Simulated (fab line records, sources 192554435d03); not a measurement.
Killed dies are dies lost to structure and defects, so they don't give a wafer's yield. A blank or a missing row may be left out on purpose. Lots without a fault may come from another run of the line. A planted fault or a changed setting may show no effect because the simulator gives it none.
A struck lot beside a sound one | flow n5_finfet | 37 steps out of a route of 1938
Sound: wafers L531.1, L531.5, L531.6. Struck: wafer L514.3. (L514.5, L514.6 of the same lot were not struck and are left out.) The cause comes at the end.
At each step with rows: each side's tool, then ch and its chambers, then its first start. Under that, the readings that differ: sound wafers | struck wafers | difference of the means | sigmas: that difference in standard deviations of wafers without a fault.
alike: readings whose means differ by less than 2 such deviations, and words and numbers that are the same on both sides. not compared: withheld readings, readings that some wafer has no value for, bounds like >300 that may hide the same value, and numbers for which the record gives no deviation and whose values overlap.
The two part at a step that has a row with sigmas, a row that says differs or no value, or rows on one side only. Numbers that don't overlap but have no deviation are shown without sigmas and don't part them. A reading that every wafer of one side lacks parts them only if that side has two wafers or more.

first, 9 steps without rows for these wafers: N5_BEOL_M4_ANNEAL_95 (time 240 s); N5_BEOL_M4_SPUTTER_96 (material Cu, target thk 4.5 nm, time 8.29 s); N5_BEOL_M4_ECD_50 (material Cu, target thk 300 nm); N5_BEOL_M4_ANNEAL_51 (time 90 s); N5_BEOL_M4_CMP_52 (polishes, stops on SiOC, t overpolish 6.8 s, target thk 40 nm); N5_BEOL_M4_PRE_CLEAN_60 (time 15 s); N5_BEOL_M4_CO_CAP_55 (material Co, precursor CCTBA/H2, target thk 2 nm, time 102.1 s); N5_BEOL_M4_PRE_CLEAN_56 (time 15 s); N5_BEOL_M4_DEP_57 (deposits SiCN from 3MS/NH3, target thk 8 nm, time 14 s).
N5_BEOL_M4_RC_MEAS_101:
  sound on prober-01 ch 0, day 13 10:31; struck on prober-01 ch 0, day 8 22:46
  reading        | sound          | struck | difference | sigmas
  DIBL_P (mV/V)  | 32.2 31.8 36.4 | 38.2   | +4.7       | +2
  IOFF_P (nA/um) | 0.14 0.13 0.18 | 0.26   | +0.11      | +3
  ION_N (uA/um)  | 638 661 663    | 684    | +30        | +2
  ION_P (uA/um)  | 443 452 455    | 472    | +22        | +3
  SS_P (mV/dec)  | 72.4 71.8 73.4 | 74.2   | +1.7       | +3
  VT_N (mV)      | 257 255 253    | 247    | -8         | -3
  VT_P (mV)      | -259 -258 -255 | -245   | +12        | +3
  alike: DIBL_N, IOFF_N, SS_N
then, 24 steps without rows for these wafers: N5_BEOL_M5_ILD_DEP_00 (deposits SiCOH lowk from DEMS/porogen, target thk 140.64 nm, time 25.9 s); N5_BEOL_M5_CURE_79 (cures SiCOH lowk, time 240 s); N5_BEOL_M5_PECVD_70 (deposits SiO2 from TEOS/O2, target thk 16 nm, time 18 s); N5_BEOL_M5_HM_DEP_02 (deposits TiN, target thk 20 nm); N5_BEOL_M5_COAT_59 (time 60 s, resist thk 60 nm); N5_BEOL_M5_COAT_60 (time 60 s, resist thk 12 nm); N5_BEOL_M5_COAT_71 (time 60 s, resist thk 5 nm); N5_BEOL_M5_COAT_05 (resist thk 30 nm); N5_BEOL_M5_EBR_07; N5_BEOL_M5_SOFTBAKE_06 (time 60 s); N5_BEOL_M5_EXPOSE_08 (exposes mask M5, target cd 28 nm); N5_BEOL_M5_PEB_09 (peb time 60 s); N5_BEOL_M5_DEVELOP_10 (develop time 30 s); N5_BEOL_M5_DESCUM_16 (chemistry O2, time 7 s); N5_BEOL_M5_ETCH_72 (etches underlayer in N2/H2, target depth 6.5 nm, time 5.2 s); N5_BEOL_M5_ETCH_61 (etches SiARC in CF4, target depth 15.6 nm, time 26 s); N5_BEOL_M5_ETCH_62 (etches SOC in N2/H2, target depth 75 nm, overetch 15 nm, time 112.5 s); N5_BEOL_M5_STRIP_63 (strips in N2/H2); N5_BEOL_M5_STRIP_73 (strips in N2/H2); N5_BEOL_M5_STRIP_64 (strips in CF4); N5_BEOL_M5_HM_OPEN_17 (chemistry Cl2/BCl3, target TiN, target depth 20 nm, overetch 6 nm); N5_BEOL_M5_STRIP_19 (strips in O2); N5_BEOL_M5_COAT_65 (time 60 s, resist thk 60 nm); N5_BEOL_M5_COAT_66 (time 60 s, resist thk 12 nm).
-- the record jumps here: 3 days lie between the struck wafers' starts before and after (it left off in module BEOL_M5 and takes up again in module BEOL_M13, whose first step shown is number 1665 of the route) --
N5_BEOL_M13_EXPOSE_07: exposes mask V12.
  sound on krf_scanner-02 ch 0, day 16 05:11; struck on krf_scanner-02 ch 0, day 11 23:45
  alike: mask
N5_BEOL_M13_CD_MEAS_10: target cd 190 nm.
  sound on cd_sem-02 ch 0, day 16 05:22; struck on cd_sem-03 ch 0, day 11 23:55
  reading    | sound             | struck | difference | sigmas
  cd_nm (nm) | 190.9 189.1 189.3 | 62.8   | -127.0     | -85
N5_PASSIVATION_PROBE_49:
  the record has rows for the struck wafers here (prober-01, day 13 09:08) and none for the sound ones

WHERE THEY PART
First at N5_BEOL_M4_RC_MEAS_101; last, within this record, at N5_PASSIVATION_PROBE_49.

WHY: what the simulator had put in
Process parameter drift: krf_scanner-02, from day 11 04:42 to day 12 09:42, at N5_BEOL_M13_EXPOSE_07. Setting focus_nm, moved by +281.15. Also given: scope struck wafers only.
